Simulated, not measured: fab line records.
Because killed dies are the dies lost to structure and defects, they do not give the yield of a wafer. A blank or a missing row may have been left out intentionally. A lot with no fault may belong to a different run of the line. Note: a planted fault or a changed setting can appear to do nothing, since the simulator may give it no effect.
fab line records	flow n5_finfet
record: lots: 24	wafers: 72	last_day: 19
route steps=1938 shown BEOL_M5@1114
lots that met no fault: from a run of the same line without faults
start_h: the number of hours between the record's first day and the start of the first shown wafer of the lot	wait_h: time in hours since the lot's previous step	" unchanged from the row above	L1.1+2: a single row standing in for several wafers	- no value present, or no start provided	* or withheld: withheld	< > ~ a bound
route shown NAME@n: a module of which the file shows steps, and the number in the route of the first	usual: mean/standard deviation of fault-free wafers	same: alike in all rows	chamber/n: place in a boat	sites: per-site readings	_std_site: the standard deviation of these	_edge_site: inner sites' mean taken away from outer sites' mean	radius_mm: for every site, how far away it sits from the centre of the wafer	mask NAME#n: copy n	behind: the most recent tool/chamber to have shaped the wafer	hold: why the lot went on hold/how many hours it stayed there/how the hold came to an end	device: the transistor (n, p or np) that didn't switch	end of line: the tests these same wafers got at the end of their route	a step given without rows: its recipe and nothing more	killed: at the first sort, the dies lost to defects and structure; wafer yield is something else	map: a wafer's dies, x killed, . not, _ none there
set.NAME: the run value of the setting; set.NAME@STEP: its run value at that earlier step	model.NAME: the simulator's own value behind a step, which no gauge read
the route's steps for a sample of lots (tables are steps, rows are wafers)
services: a tool's chamber out of use, with start hour (start_h, from the record's first day; less than 0 if before it), hours out, and reason
== steps ==
step: N5_BEOL_M5_THK_MEAS_01
recipe: reads: SiCOH_lowk_of_BEOL_M5_ILD_DEP_00
usual: M5_ILD_THK: 121.4/1.6
lot.wafer	tool	chamber	start_h	wait_h	M5_ILD_THK[nm]
L074.1	film_metro-01	-	177.96	0.4	120.8
L074.2	"	-	"	"	120.3
L074.6	"	-	"	"	122.2
L075.2	film_metro-01	-	189.24	0.4	118.7
L075.3	"	-	"	"	119.9
L075.5	"	-	"	"	121.9
L076.3	film_metro-02	-	196.29	0.3	120.7
L076.4	"	-	"	"	122.7
L076.5	"	-	"	"	122.0
L077.2	film_metro-01	-	196.75	0.4	121.3
L077.3	"	-	"	"	121.6
L077.5	"	-	"	"	125.1
L078.3	film_metro-02	-	198.45	0.3	121.2
L078.4	"	-	"	"	121.7
L078.6	"	-	"	"	122.5
L079.1	film_metro-01	-	205.10	0.4	120.7
L079.3	"	-	"	"	121.8
L079.4	"	-	"	"	122.8
L083.1	film_metro-02	-	232.80	0.8	120.4
L083.4	"	-	"	"	123.4
L083.5	"	-	"	"	121.3
L081.4	film_metro-01	-	232.93	0.2	122.8
L081.5	"	-	"	"	122.7
L081.6	"	-	"	"	121.3
L082.1	film_metro-01	-	236.64	0.4	121.5
L082.2	"	-	"	"	120.6
L082.4	"	-	"	"	124.2
L080.3	film_metro-02	-	238.67	0.3	119.2
L080.4	"	-	"	"	121.4
L080.5	"	-	"	"	120.2
L084.4	film_metro-02	-	244.47	0.4	122.7
L084.5	"	-	"	"	123.3
L084.6	"	-	"	"	121.5
L085.1	film_metro-02	-	247.21	0.4	118.4
L085.2	"	-	"	"	120.9
L085.6	"	-	"	"	121.2
L086.2	film_metro-02	-	264.17	0.4	121.1
L086.3	"	-	"	"	118.4
L086.4	"	-	"	"	123.8
L090.1	film_metro-02	-	268.86	0.4	117.7
L090.2	"	-	"	"	119.3
L090.4	"	-	"	"	120.3
L087.2	film_metro-01	-	284.01	0.4	120.5
L087.3	"	-	"	"	124.5
L087.4	"	-	"	"	122.1
L088.1	film_metro-02	-	288.96	0.4	122.3
L088.3	"	-	"	"	120.5
L088.5	"	-	"	"	123.1
L089.2	film_metro-01	-	293.19	0.4	120.6
L089.4	"	-	"	"	124.4
L089.5	"	-	"	"	121.6
L091.2	film_metro-01	-	294.13	0.4	119.8
L091.4	"	-	"	"	120.2
L091.5	"	-	"	"	121.3
L092.1	film_metro-01	-	315.08	0.4	118.7
L092.2	"	-	"	"	118.5
L092.3	"	-	"	"	121.3
L094.2	film_metro-02	-	331.74	0.4	121.4
L094.3	"	-	"	"	121.4
L094.4	"	-	"	"	122.7
L097.2	film_metro-01	-	334.45	0.4	121.8
L097.4	"	-	"	"	123.8
L097.6	"	-	"	"	123.2
L093.1	film_metro-01	-	334.68	0.4	118.2
L093.2	"	-	"	"	119.9
L093.4	"	-	"	"	122.0
L096.2	film_metro-02	-	339.17	0.4	117.8
L096.3	"	-	"	"	119.9
L096.5	"	-	"	"	120.2
L095.3	film_metro-01	-	339.58	0.3	125.6
L095.4	"	-	"	"	123.5
L095.5	"	-	"	"	123.9
step: N5_BEOL_M5_PECVD_70
recipe: material: SiO2	target_thk_a: 160	temp_c: 400	precursor: TEOS/O2	pressure_torr: 5.5	rf_w: 450	teos_flow_sccm: 53.8	gas: O2	flow_sccm: 3000	time_s: 18
usual: heater_power_w: 747/95	showerhead_plenum_p_Torr: 8.75/0.067	throttle_valve_pct: 22.8/1.1
lot.wafer	tool	chamber	start_h	wait_h	heater_power_w	showerhead_plenum_p_Torr	throttle_valve_pct
L074.1	pecvd-01	2	178.00	0.0	876	8.79	21.8
L074.2	"	1	"	"	732	8.82	25.4
L074.6	"	1	"	"	749	8.83	25.4
L075.2	pecvd-03	1	189.27	0.0	888	8.79	24.2
L075.3	"	2	"	"	873	8.79	22.0
L075.5	"	2	"	"	871	8.79	21.6
L076.3	pecvd-01	2	196.32	0.0	876	8.81	21.9
L076.4	"	2	"	"	899	8.79	21.8
L076.5	"	0	"	"	747	8.75	21.4
L077.2	pecvd-03	0	196.79	0.0	656	8.74	22.3
L077.3	"	2	"	"	704	8.81	21.4
L077.5	"	2	"	"	713	8.83	21.6
L078.3	pecvd-01	0	198.49	0.0	671	8.75	21.6
L078.4	"	0	"	"	684	8.74	21.6
L078.6	"	2	"	"	797	8.79	21.8
L079.1	pecvd-04	2	205.13	0.0	697	8.78	22.7
L079.3	"	1	"	"	581	8.69	22.8
L079.4	"	0	"	"	792	8.60	22.2
L083.1	pecvd-03	0	232.84	0.0	670	8.73	22.5
L083.4	"	2	"	"	874	8.81	21.9
L083.5	"	0	"	"	689	8.73	22.4
L081.4	pecvd-03	2	232.99	0.1	806	8.80	21.9
L081.5	"	0	"	"	682	8.75	22.3
L081.6	"	1	"	"	886	8.81	23.6
L082.1	pecvd-03	2	236.67	0.0	901	8.83	21.5
L082.2	"	0	"	"	643	8.74	22.4
L082.4	"	0	"	"	650	8.73	22.2
L080.3	pecvd-01	0	238.70	0.0	806	8.74	21.4
L080.4	"	1	"	"	750	8.84	25.3
L080.5	"	0	"	"	847	8.78	21.5
L084.4	pecvd-03	1	244.52	0.1	780	8.80	23.7
L084.5	"	2	"	"	710	8.80	22.0
L084.6	"	0	"	"	662	8.75	22.2
L085.1	pecvd-04	0	247.25	0.0	747	8.61	22.7
L085.2	"	1	"	"	611	8.70	23.1
L085.6	"	0	"	"	755	8.60	22.6
L086.2	pecvd-04	0	264.21	0.0	761	8.61	22.4
L086.3	"	0	"	"	749	8.61	22.5
L086.4	"	2	"	"	613	8.77	23.1
L090.1	pecvd-04	1	268.90	0.0	665	8.69	23.0
L090.2	"	0	"	"	691	8.62	22.7
L090.4	"	2	"	"	658	8.76	22.8
L087.2	pecvd-04	1	284.04	0.0	589	8.73	22.8
L087.3	"	0	"	"	693	8.61	22.8
L087.4	"	0	"	"	703	8.62	22.4
L088.1	pecvd-03	2	289.00	0.0	748	8.79	21.9
L088.3	"	1	"	"	885	8.80	23.9
L088.5	"	2	"	"	758	8.80	21.9
L089.2	pecvd-01	1	293.22	0.0	799	8.84	25.3
L089.4	"	0	"	"	746	8.74	21.6
L089.5	"	2	"	"	908	8.80	22.0
L091.2	pecvd-01	0	294.16	0.0	833	8.75	21.5
L091.4	"	1	"	"	810	8.82	25.2
L091.5	"	0	"	"	827	8.78	21.8
L092.1	pecvd-04	0	315.11	0.0	789	8.62	22.8
L092.2	"	1	"	"	581	8.71	22.9
L092.3	"	2	"	"	683	8.74	23.2
L094.2	pecvd-01	1	331.78	0.0	778	8.84	25.4
L094.3	"	2	"	"	903	8.79	22.3
L094.4	"	1	"	"	777	8.83	25.1
L097.2	pecvd-01	2	334.49	0.0	814	8.81	22.1
L097.4	"	2	"	"	807	8.79	21.9
L097.6	"	0	"	"	771	8.76	21.6
L093.1	pecvd-04	2	334.72	0.0	596	8.77	23.1
L093.2	"	0	"	"	713	8.60	22.5
L093.4	"	0	"	"	700	8.60	22.3
L096.2	pecvd-04	1	339.21	0.0	640	8.68	23.0
L096.3	"	2	"	"	621	8.80	23.2
L096.5	"	0	"	"	809	8.61	22.6
L095.3	pecvd-04	0	339.61	0.0	783	8.62	22.5
L095.4	"	2	"	"	693	8.75	23.5
L095.5	"	0	"	"	767	8.61	22.5
step: N5_BEOL_M5_CD_MEAS_28
recipe: target_cd_nm: 30.6	landing_energy_ev: 500	detector: se_inlens	target_cd_y_nm: 20	polarity: opening
usual: cd_nm: 30.52/0.25
lot.wafer	tool	chamber	start_h	wait_h	cd_nm
L074.1	cd_sem-01	0	181.50	-	30.41
L074.2	"	0	"	"	30.40
L074.6	"	0	"	"	30.63
L075.2	cd_sem-01	0	193.70	-	30.55
L075.3	"	0	"	"	30.70
L075.5	"	0	"	"	30.90
L077.2	cd_sem-03	0	200.46	-	30.53
L077.3	"	0	"	"	30.60
L077.5	"	0	"	"	30.62
L076.3	cd_sem-03	0	200.63	-	30.96
L076.4	"	0	"	"	30.74
L076.5	"	0	"	"	30.62
L078.3	cd_sem-01	0	204.93	-	30.07
L078.4	"	0	"	"	30.25
L078.6	"	0	"	"	30.50
L079.1	cd_sem-01	0	207.91	-	30.43
L079.3	"	0	"	"	30.29
L079.4	"	0	"	"	30.42
L081.4	cd_sem-01	0	241.05	-	30.89
L081.5	"	0	"	"	30.71
L081.6	"	0	"	"	30.75
L082.1	cd_sem-01	0	241.22	-	30.92
L082.2	"	0	"	"	30.82
L082.4	"	0	"	"	30.82
L083.1	cd_sem-03	0	241.39	-	30.81
L083.4	"	0	"	"	30.42
L083.5	"	0	"	"	30.80
L080.3	cd_sem-03	0	247.36	-	30.63
L080.4	"	0	"	"	30.46
L080.5	"	0	"	"	30.60
L084.4	cd_sem-03	0	249.49	-	30.36
L084.5	"	0	"	"	30.52
L084.6	"	0	"	"	30.50
L085.1	cd_sem-01	0	250.04	-	30.57
L085.2	"	0	"	"	30.80
L085.6	"	0	"	"	30.61
L086.2	cd_sem-02	0	267.09	-	30.92
L086.3	"	0	"	"	30.73
L086.4	"	0	"	"	30.65
L090.1	cd_sem-02	0	270.48	-	30.52
L090.2	"	0	"	"	31.10
L090.4	"	0	"	"	30.75
L087.2	cd_sem-01	0	287.47	-	30.98
L087.3	"	0	"	"	30.29
L087.4	"	0	"	"	30.66
L088.1	cd_sem-02	0	293.62	-	30.64
L088.3	"	0	"	"	30.41
L088.5	"	0	"	"	30.26
L089.2	cd_sem-03	0	296.55	-	30.71
L089.4	"	0	"	"	30.89
L089.5	"	0	"	"	30.48
L091.2	cd_sem-02	0	296.73	-	30.28
L091.4	"	0	"	"	30.53
L091.5	"	0	"	"	30.62
L092.1	cd_sem-03	0	318.11	-	30.34
L092.2	"	0	"	"	30.23
L092.3	"	0	"	"	29.98
L094.2	cd_sem-01	0	333.72	-	30.06
L094.3	"	0	"	"	30.72
L094.4	"	0	"	"	30.51
L093.1	cd_sem-02	0	338.16	-	30.37
L093.2	"	0	"	"	30.49
L093.4	"	0	"	"	30.51
L097.2	cd_sem-01	0	338.33	-	30.45
L097.4	"	0	"	"	30.00
L097.6	"	0	"	"	30.49
L095.3	cd_sem-01	0	345.37	-	30.48
L095.4	"	0	"	"	30.47
L095.5	"	0	"	"	30.41
L096.2	cd_sem-03	0	348.85	-	30.35
L096.3	"	0	"	"	30.12
L096.5	"	0	"	"	30.14
step: N5_BEOL_M5_ETCH_68
recipe: chemistry: N2/H2	target: SOC	target_depth_a: 800	overetch_a: 160	mask_material: SiARC	temp_c: 40	time_s: 120	ion_energy_ev: 200	pressure_mtorr: 30	source_w: 840	bias_w: 150	n2_flow_sccm: 200	h2_flow_sccm: 200
usual: bias_w: 150.1/0.51	chamber_pressure_mTorr: 30.00/0.037	drypump_motor_current_A: 6.1/0.48	oes_product_au: 0.58/0.066	rf_vpp_V: 523.5/2.6	showerhead_plenum_p_Torr: 2.53/0.085	throttle_valve_pct: 17.88/0.25
lot.wafer	tool	chamber	start_h	wait_h	bias_w	chamber_pressure_mTorr	drypump_motor_current_A	oes_product_au	rf_hours_counter_h	rf_vpp_V	showerhead_plenum_p_Torr	throttle_valve_pct
L074.1	rie_diel-06	0	181.70	0.0	149.8	30.02	6.5	0.68	32	525.5	2.59	17.60
L074.2	"	1	"	"	149.4	29.99	5.8	0.59	146	520.9	2.46	17.64
L074.6	"	3	"	"	150.5	30.02	5.6	0.55	-	525.8	2.64	17.95
L075.2	rie_diel-06	1	194.33	0.0	150.4	30.03	5.8	0.58	149	520.2	2.46	17.66
L075.3	"	0	"	"	149.5	30.02	6.5	0.68	36	525.3	2.58	17.61
L075.5	"	2	"	"	150.0	30.01	6.7	0.54	-	520.0	2.41	17.99
L077.2	rie_diel-06	0	200.66	0.0	150.1	30.01	6.4	0.67	38	526.3	2.58	17.59
L077.3	"	1	"	"	150.4	30.01	5.8	0.58	151	520.6	2.46	17.64
L077.5	"	3	"	"	149.5	29.98	5.6	0.55	-	525.8	2.63	17.95
L076.3	rie_diel-05	0	201.06	0.0	149.5	30.03	6.0	0.70	11	526.7	2.60	17.35
L076.4	"	1	"	"	150.4	30.03	5.7	0.55	210	520.6	2.43	18.20
L076.5	"	2	"	"	150.0	29.99	6.7	0.53	-	522.3	2.52	17.82
L078.3	rie_diel-05	1	205.13	0.0	150.4	30.04	5.8	0.55	211	520.4	2.42	18.19
L078.4	"	0	"	"	150.1	29.97	6.0	0.70	12	524.7	2.60	17.35
L078.6	"	0	"	"	150.3	29.99	5.9	0.70	-	525.2	2.60	17.36
L079.1	rie_diel-02	3	208.41	0.0	150.1	29.98	6.5	0.61	118	521.1	2.45	18.12
L079.3	"	0	"	"	149.6	30.00	6.5	0.56	159	523.6	2.55	18.12
L079.4	"	1	"	"	149.4	29.97	5.7	0.54	181	525.9	2.63	17.88
L081.4	rie_diel-06	0	241.36	0.0	149.0	30.02	6.5	0.66	-	525.1	2.58	17.64
L081.5	"	2	"	"	149.5	30.01	6.7	0.54	-	520.7	2.40	18.02
L081.6	"	3	"	"	150.4	30.00	5.6	0.54	-	525.5	2.63	17.98
L082.1	rie_diel-02	3	241.43	0.0	150.2	29.98	6.5	0.59	128	520.8	2.45	18.13
L082.2	"	1	"	"	149.9	29.96	5.7	0.54	191	525.6	2.63	17.91
L082.4	"	2	"	"	150.2	29.97	5.8	0.53	234	522.2	2.51	17.94
L083.1	rie_diel-06	2	241.81	0.0	150.1	30.01	6.7	0.54	235	520.4	2.40	18.04
L083.4	"	3	"	"	150.0	29.98	5.6	0.54	-	527.9	2.63	17.99
L083.5	"	2	"	"	150.1	29.95	6.7	0.53	-	520.6	2.40	18.02
L080.3	rie_diel-05	0	247.55	0.0	150.8	30.01	5.9	0.68	27	526.4	2.59	17.38
L080.4	"	1	"	"	150.6	30.01	5.7	0.54	224	518.8	2.42	18.22
L080.5	"	0	"	"	150.4	30.01	5.9	0.67	-	525.7	2.59	17.37
L084.4	rie_diel-02	3	249.73	0.0	151.1	29.99	6.5	0.59	-	521.8	2.45	18.13
L084.5	"	1	"	"	150.4	30.02	5.7	0.53	-	527.2	2.63	17.91
L084.6	"	2	"	"	150.6	29.97	5.8	0.52	-	523.0	2.51	17.93
L085.1	rie_diel-05	1	250.25	0.0	149.3	29.98	5.7	0.54	224	520.8	2.42	18.21
L085.2	"	2	"	"	150.3	29.99	6.7	0.53	250	522.9	2.52	17.84
L085.6	"	1	"	"	149.7	29.96	5.7	0.53	-	521.5	2.42	18.20
L086.2	rie_diel-06	3	267.36	0.0	150.4	30.05	5.6	0.54	193	526.7	2.63	17.99
L086.3	"	1	"	"	149.0	30.04	5.8	0.58	167	521.5	2.45	17.69
L086.4	"	0	"	"	150.3	29.98	6.5	0.66	57	524.9	2.57	17.65
L090.1	rie_diel-02	1	270.68	0.0	150.4	30.04	5.7	0.53	200	526.1	2.63	17.93
L090.2	"	2	"	"	150.2	29.97	5.8	0.52	242	522.2	2.51	17.95
L090.4	"	3	"	"	150.4	29.99	6.5	0.59	138	521.3	2.44	18.15
L087.2	rie_diel-02	3	287.72	0.0	150.1	30.04	6.5	0.58	142	522.0	2.44	18.14
L087.3	"	0	"	"	149.8	29.99	6.5	0.55	180	521.9	2.54	18.18
L087.4	"	1	"	"	149.6	30.04	5.7	0.54	205	527.1	2.62	17.92
L088.1	rie_diel-05	3	293.82	0.0	149.7	30.02	5.2	0.55	231	523.5	2.50	17.92
L088.3	"	0	"	"	149.7	29.99	6.0	0.66	42	525.6	2.59	17.39
L088.5	"	1	"	"	151.2	29.96	5.7	0.53	-	521.0	2.41	18.24
L089.2	rie_diel-02	0	296.76	0.0	150.9	29.97	6.5	0.55	183	524.0	2.53	18.15
L089.4	"	3	"	"	149.4	30.00	6.5	0.58	145	522.0	2.44	18.14
L089.5	"	0	"	"	149.7	29.96	6.5	0.55	-	522.7	2.53	18.18
L091.2	rie_diel-05	3	296.95	0.0	150.4	30.04	5.2	0.54	232	523.1	2.50	17.93
L091.4	"	1	"	"	149.1	29.71	5.7	0.53	239	520.5	2.41	18.25
L091.5	"	1	"	"	150.1	30.02	5.8	0.53	-	519.4	2.41	18.25
L092.1	rie_diel-06	3	318.54	0.0	149.9	30.04	5.6	0.53	206	527.1	2.62	18.02
L092.2	"	0	"	"	150.8	30.01	6.4	0.64	71	524.1	2.57	17.66
L092.3	"	2	"	"	150.4	30.05	6.7	0.76	1	527.8	2.72	17.67
L094.2	rie_diel-02	2	334.01	0.0	150.3	29.99	5.9	0.74	3	524.3	2.50	17.59
L094.3	"	0	"	"	149.9	29.98	6.5	0.54	196	524.7	2.53	18.19
L094.4	"	3	"	"	150.0	30.00	6.6	0.58	157	520.0	2.44	18.19
L093.1	rie_diel-05	0	338.36	0.0	150.1	29.98	6.0	0.65	55	526.0	2.58	17.43
L093.2	"	3	"	"	150.3	29.94	5.2	0.53	245	521.5	2.50	17.96
L093.4	"	2	"	"	149.2	29.95	6.7	0.69	21	521.2	2.51	17.47
L097.2	rie_diel-02	3	338.54	0.0	150.5	30.02	6.5	0.58	159	521.5	2.43	18.18
L097.4	"	0	"	"	150.2	30.03	6.5	0.54	197	523.6	2.53	18.18
L097.6	"	1	"	"	149.7	30.03	5.7	0.52	-	526.5	2.62	17.94
L095.3	rie_diel-06	2	345.57	0.0	149.7	30.00	6.7	0.74	8	528.1	2.71	17.68
L095.4	"	1	"	"	150.1	29.98	5.8	0.56	187	520.3	2.44	17.72
L095.5	"	1	"	"	151.0	29.99	5.8	0.56	-	520.7	2.44	17.72
L096.2	rie_diel-06	0	349.19	0.0	149.5	30.03	6.5	0.64	79	523.9	2.57	17.67
L096.3	"	3	"	"	149.9	29.97	5.6	0.52	214	526.6	2.62	18.02
L096.5	"	1	"	"	149.6	30.01	5.8	0.56	-	521.3	2.44	17.73
step: N5_BEOL_M5_ANNEAL_89
recipe: temp_c: 400	time_s: 1800	ambient: vacuum
usual: heater_power_w: 852/61
lot.wafer	tool	chamber	start_h	wait_h	heater_power_w
L074.1	pvd_sputter-02	-	187.03	0.0	1019
L074.2	"	-	"	"	793
L074.6	"	-	"	"	1020
L075.2	pvd_sputter-02	-	200.26	0.0	992
L075.3	"	-	"	"	854
L075.5	"	-	"	"	1017
L077.2	pvd_sputter-01	-	205.78	0.0	798
L077.3	"	-	"	"	830
L077.5	"	-	"	"	823
L076.3	pvd_sputter-03	-	207.18	0.0	840
L076.4	"	-	"	"	873
L076.5	"	-	"	"	813
L078.3	pvd_sputter-02	-	211.17	0.0	1003
L078.4	"	-	"	"	784
L078.6	"	-	"	"	855
L079.1	pvd_sputter-03	-	213.85	0.0	891
L079.3	"	-	"	"	819
L079.4	"	-	"	"	862
L081.4	pvd_sputter-01	-	246.55	0.0	795
L081.5	"	-	"	"	837
L081.6	"	-	"	"	780
L082.1	pvd_sputter-02	-	247.91	0.0	841
L082.2	"	-	"	"	1022
L082.4	"	-	"	"	803
L083.1	pvd_sputter-03	-	248.04	0.0	845
L083.4	"	-	"	"	838
L083.5	"	-	"	"	868
L080.3	pvd_sputter-03	-	252.72	0.0	802
L080.4	"	-	"	"	835
L080.5	"	-	"	"	906
L084.4	pvd_sputter-01	-	254.89	0.0	848
L084.5	"	-	"	"	848
L084.6	"	-	"	"	768
L085.1	pvd_sputter-03	-	257.14	0.0	822
L085.2	"	-	"	"	850
L085.6	"	-	"	"	895
L086.2	pvd_sputter-02	-	272.33	0.0	1009
L086.3	"	-	"	"	803
L086.4	"	-	"	"	865
L090.1	pvd_sputter-01	-	275.68	0.0	854
L090.2	"	-	"	"	854
L090.4	"	-	"	"	763
L087.2	pvd_sputter-02	-	292.91	0.0	824
L087.3	"	-	"	"	989
L087.4	"	-	"	"	842
L088.1	pvd_sputter-03	-	300.55	0.0	844
L088.3	"	-	"	"	798
L088.5	"	-	"	"	880
L089.2	pvd_sputter-01	-	302.44	0.0	871
L089.4	"	-	"	"	837
L089.5	"	-	"	"	834
L091.2	pvd_sputter-03	-	306.61	0.0	818
L091.4	"	-	"	"	888
L091.5	"	-	"	"	815
L092.1	pvd_sputter-03	-	324.08	0.0	822
L092.2	"	-	"	"	852
L092.3	"	-	"	"	847
L094.2	pvd_sputter-03	-	339.19	0.0	821
L094.3	"	-	"	"	860
L094.4	"	-	"	"	802
L097.2	pvd_sputter-02	-	343.91	0.0	1014
L097.4	"	-	"	"	797
L097.6	"	-	"	"	1006
L093.1	pvd_sputter-01	-	347.22	0.0	830
L093.2	"	-	"	"	864
L093.4	"	-	"	"	889
L095.3	pvd_sputter-02	-	352.30	0.0	807
L095.4	"	-	"	"	881
L095.5	"	-	"	"	1018
L096.2	pvd_sputter-01	-	355.17	0.0	903
L096.3	"	-	"	"	825
L096.5	"	-	"	"	873
step: N5_BEOL_M5_THK_MEAS_53
recipe: thk_meas_gauge: xrf	reads: Cu_of_BEOL_M5_ECD_50
usual: M5_THK: 62.6/2.3
lot.wafer	tool	chamber	start_h	wait_h	M5_THK[nm]
L074.1	film_metro-01	-	188.84	-	63.7
L074.2	"	-	"	"	58.1
L074.6	"	-	"	"	63.0
L075.2	film_metro-01	-	205.45	-	60.8
L075.3	"	-	"	"	64.6
L075.5	"	-	"	"	63.1
L077.2	film_metro-02	-	207.63	-	64.6
L077.3	"	-	"	"	63.2
L077.5	"	-	"	"	64.4
L076.3	film_metro-01	-	209.08	-	63.1
L076.4	"	-	"	"	57.6
L076.5	"	-	"	"	62.9
L078.3	film_metro-02	-	212.98	-	61.6
L078.4	"	-	"	"	63.4
L078.6	"	-	"	"	64.4
L079.1	film_metro-01	-	215.85	-	60.0
L079.3	"	-	"	"	61.2
L079.4	"	-	"	"	61.2
L081.4	film_metro-02	-	248.37	-	62.8
L081.5	"	-	"	"	64.5
L081.6	"	-	"	"	64.7
L082.1	film_metro-02	-	249.72	-	62.5
L082.2	"	-	"	"	59.0
L082.4	"	-	"	"	64.9
L083.1	film_metro-02	-	249.84	-	61.3
L083.4	"	-	"	"	65.1
L083.5	"	-	"	"	64.9
L080.3	film_metro-01	-	254.52	-	60.2
L080.4	"	-	"	"	57.9
L080.5	"	-	"	"	64.1
L084.4	film_metro-01	-	256.70	-	59.9
L084.5	"	-	"	"	61.3
L084.6	"	-	"	"	62.7
L085.1	film_metro-02	-	258.95	-	59.2
L085.2	"	-	"	"	62.0
L085.6	"	-	"	"	58.8
L086.2	film_metro-01	-	274.14	-	64.3
L086.3	"	-	"	"	62.1
L086.4	"	-	"	"	66.3
L090.1	film_metro-02	-	277.48	-	62.1
L090.2	"	-	"	"	63.1
L090.4	"	-	"	"	59.7
L087.2	film_metro-02	-	294.73	-	64.8
L087.3	"	-	"	"	65.0
L087.4	"	-	"	"	63.0
L088.1	film_metro-01	-	302.35	-	61.8
L088.3	"	-	"	"	61.2
L088.5	"	-	"	"	56.6
L089.2	film_metro-02	-	304.31	-	62.1
L089.4	"	-	"	"	59.2
L089.5	"	-	"	"	64.4
L091.2	film_metro-02	-	308.42	-	61.8
L091.4	"	-	"	"	57.4
L091.5	"	-	"	"	60.4
L092.1	film_metro-01	-	325.88	-	65.6
L092.2	"	-	"	"	64.6
L092.3	"	-	"	"	63.0
L094.2	film_metro-01	-	341.01	-	63.6
L094.3	"	-	"	"	62.7
L094.4	"	-	"	"	58.7
L097.2	film_metro-02	-	345.71	-	59.3
L097.4	"	-	"	"	64.0
L097.6	"	-	"	"	57.6
L093.1	film_metro-01	-	349.02	-	64.7
L093.2	"	-	"	"	63.0
L093.4	"	-	"	"	63.0
L095.3	film_metro-02	-	354.65	-	66.9
L095.4	"	-	"	"	60.8
L095.5	"	-	"	"	62.3
L096.2	film_metro-02	-	356.97	-	65.9
L096.3	"	-	"	"	66.3
L096.5	"	-	"	"	61.6
== services ==
tool	chamber	start_h	hours	kind
pecvd-04	-	173.70	14.6	pm
rie_diel-05	1	198.10	1.3	repair
pecvd-01	0	201.42	29.6	repair
pecvd-03	1	202.03	5.5	scheduled_down
rie_diel-06	3	216.58	5.0	repair
rie_diel-06	1	240.99	8.6	repair
rie_diel-05	2	250.56	-	clean
pecvd-04	1	254.16	2.1	scheduled_down
pecvd-01	1	276.42	5.0	repair
pecvd-01	2	281.28	2.1	scheduled_down
pecvd-03	2	282.52	4.5	repair
pecvd-03	-	284.37	1.2	repair
rie_diel-02	2	299.96	-	clean
rie_diel-02	2	299.96	-	consumable_replace:focus_ring
rie_diel-02	2	299.96	22.6	scheduled_down
rie_diel-02	2	299.96	22.6	vent_cycle
rie_diel-06	2	304.96	-	clean
rie_diel-06	2	304.96	-	consumable_replace:focus_ring
rie_diel-06	2	304.96	-	consumable_replace:showerhead
rie_diel-06	2	304.96	12.3	scheduled_down
rie_diel-06	2	304.96	12.3	vent_cycle
pecvd-04	0	319.79	5.5	scheduled_down
rie_diel-06	1	319.92	6.7	repair
pecvd-01	-	350.02	2.8	repair
== key ==
fault none
